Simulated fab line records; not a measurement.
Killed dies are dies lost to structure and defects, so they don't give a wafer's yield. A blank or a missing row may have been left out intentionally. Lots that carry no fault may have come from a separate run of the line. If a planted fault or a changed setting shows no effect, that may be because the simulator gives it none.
A single fault, viewed from 3 desks / flow n5_finfet / only its own numbers are on each desk; what lay behind them is given at the end

## THE METROLOGY DESK
What the gauges read for every lot (on any tool): the sampled wafers with a number, averaged. Any lot whose mean is over 4 standard deviations away from the usual mean is out of limits and marked OUT; that distance is given in the brackets. It has 12 readings; the 7 that lie furthest out on some lot are the ones shown.
Columns: A = DIBL_N at N5_BEOL_M4_RC_MEAS_101, usual 36.1 mV/V; B = DIBL_P at N5_BEOL_M4_RC_MEAS_101, usual 36 mV/V; C = IOFF_N at N5_BEOL_M4_RC_MEAS_101, usual 0.16 nA/um; D = IOFF_P at N5_BEOL_M4_RC_MEAS_101, usual 0.21 nA/um; E = ION_N at N5_BEOL_M4_RC_MEAS_101, usual 674 uA/um; F = VT_N at N5_BEOL_M4_RC_MEAS_101, usual 249 mV; G = VT_P at N5_BEOL_M4_RC_MEAS_101, usual -250 mV
lot=L641; first seen here=day 6 15:12; A=35.3; B=37; C=0.15; D=0.21; E=673; F=249; G=-248
lot=L645; first seen here=day 7 20:59; A=36.8; B=37; C=0.17; D=0.21; E=673; F=251; G=-252
lot=L649; first seen here=day 8 04:34; A=31.5; B=30; C=0.10; D=0.15; E=650; F=256; G=-252
lot=L660; first seen here=day 11 04:41; A=38.5; B=40; C=0.20; D=0.25; E=688; F=245; G=-250
lot=L661; first seen here=day 11 19:53; A=35.9; B=38; C=0.19; D=0.26; E=679; F=246; G=-246
This desk's verdict: no lot among the 5 shows anything out of limits.

## DESK OF THE TOOL OWNER: rie_diel-06
The tool's own readings at N5_BEOL_M1_ETCH_64 (etches SOC in N2/H2, target depth 75 nm, overetch 15 nm, time 112.5 s): means of the sampled wafers that have a number, for each lot that ran on this tool. Any lot whose mean is over 4 standard deviations away from the usual mean is out of limits and marked OUT; that distance is given in the brackets.
Columns: A = drypump_motor_current_A at N5_BEOL_M1_ETCH_64, usual 5.6 A; B = h2_flow_sccm at N5_BEOL_M1_ETCH_64, usual 200.1 sccm; C = oes_product_au at N5_BEOL_M1_ETCH_64, usual 0.61 a.u.; D = rf_fwd_power_W at N5_BEOL_M1_ETCH_64, usual 836.2 W; E = rf_vpp_V at N5_BEOL_M1_ETCH_64, usual 524.6 V; F = showerhead_plenum_p_Torr at N5_BEOL_M1_ETCH_64, usual 2.57 Torr; G = throttle_valve_pct at N5_BEOL_M1_ETCH_64, usual 17.9 %
lot=L649; first seen here=day 8 06:22; A=5.5; B=199.8; C=0.60; D=839.2; E=524.7; F=2.58; G=17.5
lot=L660; first seen here=day 11 04:54; A=5.7; B=200.2; C=0.64; D=835.9; E=525.4; F=2.58; G=17.6
This desk's verdict: no lot among the 2 shows anything out of limits.

## THE DEFECT DESK
Counts from the inspections along the route, per lot, as means over the sampled wafers that have a number. Any lot whose mean is over 4 standard deviations away from the usual mean is out of limits and marked OUT; that distance is given in the brackets.
Columns: A = raw_defect_count at N5_BEOL_M1_INSPECT_13, usual 422
lot=L641; first seen here=day 6 15:17; A=488
lot=L645; first seen here=day 7 21:04; A=492
lot=L649; first seen here=day 8 04:40; A=480
lot=L660; first seen here=day 11 04:47; A=539
lot=L661; first seen here=day 11 19:58; A=412
This desk's verdict: no lot among the 5 shows anything out of limits.

## BROUGHT TOGETHER
Nothing out of limits was seen by the metrology desk.
Nothing out of limits was seen by the tool owner's desk.
No out-of-limits result turned up at the defect desk.

## WHAT THE SIMULATOR HAD PUT IN
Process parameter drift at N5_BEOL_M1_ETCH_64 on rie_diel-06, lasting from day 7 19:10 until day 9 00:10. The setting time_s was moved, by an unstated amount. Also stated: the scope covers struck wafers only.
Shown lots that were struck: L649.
